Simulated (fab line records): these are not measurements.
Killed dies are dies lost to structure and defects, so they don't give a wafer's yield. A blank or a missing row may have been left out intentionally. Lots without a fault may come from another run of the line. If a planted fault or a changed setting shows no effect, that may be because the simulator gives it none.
2 desks, one fault | flow nandHarc | what lay behind the numbers comes last; until then each desk has only its own

FOR THE TOOL OWNER'S DESK: cmp-04
The tool's own readings at NHARC_P_M2_CMP_23 (polishes, t overpolish 20 s, target thk 144.3 nm): means of the sampled wafers that have a number, for each lot that ran on this tool. Any lot whose mean is over 4 standard deviations away from the usual mean is out of limits and marked OUT; that distance is given in the brackets.
Columns: A = motorCurrentA at NHARC_P_M2_CMP_23, usual 11.3 A; B = retainingRingPressureFrac at NHARC_P_M2_CMP_23, usual 1.000; C = timeToEndpointS at NHARC_P_M2_CMP_23, usual 28 s
lot  | first seen here | A    | B     | C
L105 | day 8 05:10     | 11.4 | 1.007 | 33
L106 | day 8 11:43     | 9.9  | 1.006 | 31
L113 | day 10 13:22    | 11.7 | 1.003 | 21
This desk's finding: nothing out of limits on any of the 3 lots.

FROM THE METROLOGY DESK
What the gauges read for every lot (on any tool): the sampled wafers with a number, averaged. Any lot whose mean is over 4 standard deviations away from the usual mean is out of limits and marked OUT; that distance is given in the brackets.
Columns: A = overlayXNm at NHARC_P_M2_OVL_MEAS_10, usual 0.2 nm; B = overlayYNm at NHARC_P_M2_OVL_MEAS_10, usual -0.1 nm; C = thkNm at NHARC_P_M2_THK_MEAS_24, usual 144.2 nm
lot  | first seen here | A    | B    | C
L997 | day 6 07:08     | 0.2  | -0.5 | 144.0
L999 | day 6 14:23     | -0.4 | -0.4 | 144.4
L998 | day 6 17:47     | -1.8 | -0.5 | 143.9
L100 | day 6 19:11     | 0.8  | 0.8  | 143.7
L101 | day 7 08:34     | 0.5  | -0.3 | 144.1
L103 | day 7 10:20     | -0.7 | 1.4  | 143.6
L105 | day 8 02:56     | -1.1 | 1.3  | 144.7
L106 | day 8 09:23     | -0.0 | 1.1  | 145.5
L107 | day 8 19:34     | 0.1  | -0.1 | 144.7
L113 | day 10 11:08    | 0.5  | -0.5 | 139.5
L117 | day 11 04:05    | 0.0  | 0.1  | 145.1
L120 | day 11 20:54    | 1.6  | 0.3  | 143.4
This desk's finding: nothing out of limits on any of the 12 lots.

PUT TOGETHER
The desk of the tool owner found nothing out of limits.
From the metrology desk's view, nothing was out of limits.

WHAT THE SIMULATOR HAD INSERTED
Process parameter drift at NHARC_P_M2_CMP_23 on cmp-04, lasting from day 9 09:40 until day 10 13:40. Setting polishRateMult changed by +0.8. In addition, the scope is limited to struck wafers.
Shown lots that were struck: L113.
